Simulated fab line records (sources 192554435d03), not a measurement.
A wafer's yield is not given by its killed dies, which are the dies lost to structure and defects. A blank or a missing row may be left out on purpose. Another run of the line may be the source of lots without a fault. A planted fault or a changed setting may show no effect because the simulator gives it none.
Struck lot and sound lot, side by side :: flow n5-finfet :: 41 steps out of a route of 1938
Sound: the wafers L308.3, L308.4, L308.6. Struck: wafers L313.2, L313.5 (left out: L313.4, a lot-mate that was not struck); the cause follows at the end.
Order at every step that has rows: each side's tool, ch and its chambers, its first start. Under that, the readings that differ: sound wafers :: struck wafers :: difference of the means :: sigmas: that difference in standard deviations of wafers without a fault.
alike: readings with means less than 2 such deviations apart, plus words and numbers identical on both sides. not compared: withheld readings, readings lacking a value on some wafer, bounds such as >300 that could conceal the same value, and numbers that have no deviation in the record and whose values overlap.
Wherever a step has rows on one side only, a row that says differs or no value, or a row with sigmas, the two part there. When numbers do not overlap yet have no deviation, they are printed without sigmas and do not part them. A reading missing from all wafers of one side parts the sides only when that side holds two or more wafers.

N5_BEOL_M2_STRIP_97: strips in N2/H2, time 10 s.
  sound: rie-diel-06 ch 0,1; struck: rie-diel-03 ch 0,1
  alike: drypump-motor-current-A, oes-product-au, rf-vpp-V, showerhead-plenum-p-Torr, throttle-valve-pct
  not compared: rf-hours-counter-h
N5_BEOL_M2_OCD_MEAS_38:
  sound on ocd-01 at day 7 05:41; struck on ocd-02 at day 8 20:40
  alike: trench-depth-nm
then, 4 steps without rows for these wafers: N5_BEOL_M2_HM_STRIP_39 (strips TiN in peroxide tin strip, target depth 25 nm, time 158 s); N5_BEOL_M2_SRD_40 (time 30 s); N5_BEOL_M2_PRECLEAN_42 (cleans in residue remover, time 60 s); N5_BEOL_M2_SRD_43 (time 30 s).
N5_BEOL_M2_CD_MEAS_35: target cd 18 nm, target cd y 22.2 nm.
  sound on cd-sem-02 at day 7 05:51; struck on cd-sem-03 at day 8 20:49
  alike: cd-nm
then, 5 steps without rows for these wafers: N5_BEOL_M2_DEGAS_44 (time 60 s); N5_BEOL_M2_PRE_CLEAN_45 (time 30 s); N5_BEOL_M2_ALD_84 (deposits TaN, pulse time 2 s, purge time 3 s, co reactant purge time 2 s); N5_BEOL_M2_SURFACE_TREAT_85; N5_BEOL_M2_CVD_47 (deposits Co from CCTBA/H2, target thk 3 nm, time 223.8 s).
N5_BEOL_M2_SPUTTER_48: material Cu, target thk 4.5 nm, time 8.29 s.
  sound on pvd-sputter-02 at day 7 08:02; struck on pvd-sputter-02 at day 8 22:01
  alike: throttle-valve-pct
then, 3 steps without rows for these wafers: N5_BEOL_M2_ANNEAL_49 (time 240 s); N5_BEOL_M2_SPUTTER_79 (material Cu, target thk 4.5 nm, time 8.29 s); N5_BEOL_M2_ANNEAL_80 (time 240 s).
N5_BEOL_M2_SPUTTER_81: material Cu, target thk 4.5 nm, time 8.29 s.
  sound on pvd-sputter-02 at day 7 08:29; struck on pvd-sputter-02 at day 8 22:27
  alike: throttle-valve-pct
then, 8 steps without rows for these wafers: N5_BEOL_M2_ANNEAL_82 (time 240 s); N5_BEOL_M2_SPUTTER_86 (material Cu, target thk 4.5 nm, time 8.29 s); N5_BEOL_M2_ANNEAL_87 (time 240 s); N5_BEOL_M2_SPUTTER_88 (material Cu, target thk 4.5 nm, time 8.29 s); N5_BEOL_M2_ANNEAL_89 (time 240 s); N5_BEOL_M2_SPUTTER_90 (material Cu, target thk 4.5 nm, time 8.29 s); N5_BEOL_M2_ANNEAL_91 (time 240 s); N5_BEOL_M2_SPUTTER_92 (material Cu, target thk 4.5 nm, time 8.29 s).
N5_BEOL_M2_ANNEAL_93: time 240 s.
  sound on pvd-sputter-02 at day 7 09:26; struck on pvd-sputter-02 at day 8 23:25
  alike: heater-power-w
then, 1 step without rows for these wafers: N5_BEOL_M2_SPUTTER_94 (material Cu, target thk 4.5 nm, time 8.29 s).
N5_BEOL_M2_ANNEAL_95: time 240 s.
  sound on pvd-sputter-02 at day 7 09:40; struck on pvd-sputter-02 at day 8 23:38
  alike: heater-power-w
then, 7 steps without rows for these wafers: N5_BEOL_M2_SPUTTER_96 (material Cu, target thk 4.5 nm, time 8.29 s); N5_BEOL_M2_ECD_50 (material Cu, target thk 300 nm); N5_BEOL_M2_ANNEAL_51 (time 90 s); N5_BEOL_M2_CMP_52 (polishes, stops on SiOC, t overpolish 6.8 s, target thk 40 nm); N5_BEOL_M2_PRE_CLEAN_60 (time 15 s); N5_BEOL_M2_CO_CAP_55 (material Co, precursor CCTBA/H2, target thk 2 nm, time 102.1 s); N5_BEOL_M2_PRE_CLEAN_56 (time 15 s).
N5_BEOL_M2_DEP_57: deposits SiCN from 3MS/NH3, target thk 8 nm, time 14 s.
  sound on pecvd-02 ch 1,2, day 7 12:39; struck on pecvd-02 ch 0,2, day 9 01:34
  alike: showerhead-plenum-p-Torr, throttle-valve-pct
N5_BEOL_M2_RS_MEAS_58: measurement is done with a four-point probe.
  sound on film-metro-01 at day 7 12:43; struck on film-metro-02 at day 9 01:38
  alike: M2_RS
then, 1 step without rows for these wafers: N5_BEOL_M3_ILD_DEP_00 (deposits SiOC from DEMS/O2, target thk 79 nm, time 15.3 s).
N5_BEOL_M3_THK_MEAS_01:
  sound on film-metro-01 at day 7 12:50; struck on film-metro-01 at day 9 01:46
  alike: M3_ILD_THK
then, 1 step without rows for these wafers: N5_BEOL_M3_PECVD_72 (deposits SiO2 from TEOS/O2, target thk 16 nm, time 18 s).
-- the record jumps here: 5 days lie between the struck wafers' starts before and after (it left off in module BEOL_M3 and takes up again in module PASSIVATION, whose first step shown is number 1936 of the route) --
N5_PASSIVATION_PROBE_49:
  record: rows for the struck wafers here (prober-02, day 14 09:44), none for the sound ones

WHERE THEY PART
N5_PASSIVATION_PROBE_49 only, going by this record.

WHY: what the simulator had put in
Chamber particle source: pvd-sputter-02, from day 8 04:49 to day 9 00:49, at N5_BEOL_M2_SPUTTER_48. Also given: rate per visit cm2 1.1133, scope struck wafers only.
